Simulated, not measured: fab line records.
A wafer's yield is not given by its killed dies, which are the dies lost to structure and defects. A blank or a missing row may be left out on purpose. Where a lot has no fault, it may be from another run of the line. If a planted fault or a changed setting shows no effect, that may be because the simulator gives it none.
What tool caused it? + flow n5-finfet + route of 1938 steps, sampled at 1 step: 11 lots, 33 wafers

## WHAT THE GAUGES SHOWED, per wafer
N5_BEOL_M10_INSPECT_30: inspects for defects (brightfield).
| lot  | measured     | on                | raw-defect-count |
|------|--------------|-------------------|------------------|
| L948 | day 10 02:22 | defect-inspect-01 | 240 330 324      |
| L949 | day 10 15:16 | defect-inspect-02 | 370 329 503      |
| L951 | day 11 00:36 | defect-inspect-01 | 365 354 326      |
| L952 | day 11 04:50 | defect-inspect-01 | 474 487 433      |
| L958 | day 12 01:17 | defect-inspect-02 | 421 402 414      |
| L956 | day 12 08:17 | defect-inspect-01 | 291 473 348      |
| L957 | day 12 17:47 | defect-inspect-01 | 280 282 259      |
| L959 | day 13 03:46 | defect-inspect-01 | 437 568 490      |
| L962 | day 13 18:25 | defect-inspect-01 | 434 431 495      |
| L967 | day 14 23:37 | defect-inspect-01 | 334 354 434      |
| L968 | day 15 07:47 | defect-inspect-01 | 457 484 359      |

## WHAT TOOL EACH LOT RAN ON (gives the tool, then ch and the chambers of the sampled wafers, and finally the start)
Before these readings, the record contains no process step.

## WHAT THE TOOLS THEMSELVES READ (means of the sampled wafers that have a number; where no wafer has one, the mark that the record gives instead)
The record holds no such reading with a usual standard deviation.

## THE ANSWER, worked out from the rows above alone
Rule: the lots themselves supply what counts as usual. The widest of any qualifying gaps counts: lots, ordered by their means at a reading, are off when they make up no more than a third of the lots, leave a main group of 4 or more, and stand apart from it by 3 or more times the standard deviation of that group's means. If all means in a main group match to the digits the tables above print for the reading, that group is not used. Also off: a lot with no number at a reading for which 4 or more lots have one. The other lots that the step has rows for count as sound. First the gauges in route order, then the tools' own readings, where a lot's mean is used as printed above. At the first step where some lot is off, the reading lying furthest off is the one used; lots without a number count as furthest.
No lot is off on any of the readings shown, so nothing can be concluded from this.

## WHAT THE SIMULATOR PUT IN
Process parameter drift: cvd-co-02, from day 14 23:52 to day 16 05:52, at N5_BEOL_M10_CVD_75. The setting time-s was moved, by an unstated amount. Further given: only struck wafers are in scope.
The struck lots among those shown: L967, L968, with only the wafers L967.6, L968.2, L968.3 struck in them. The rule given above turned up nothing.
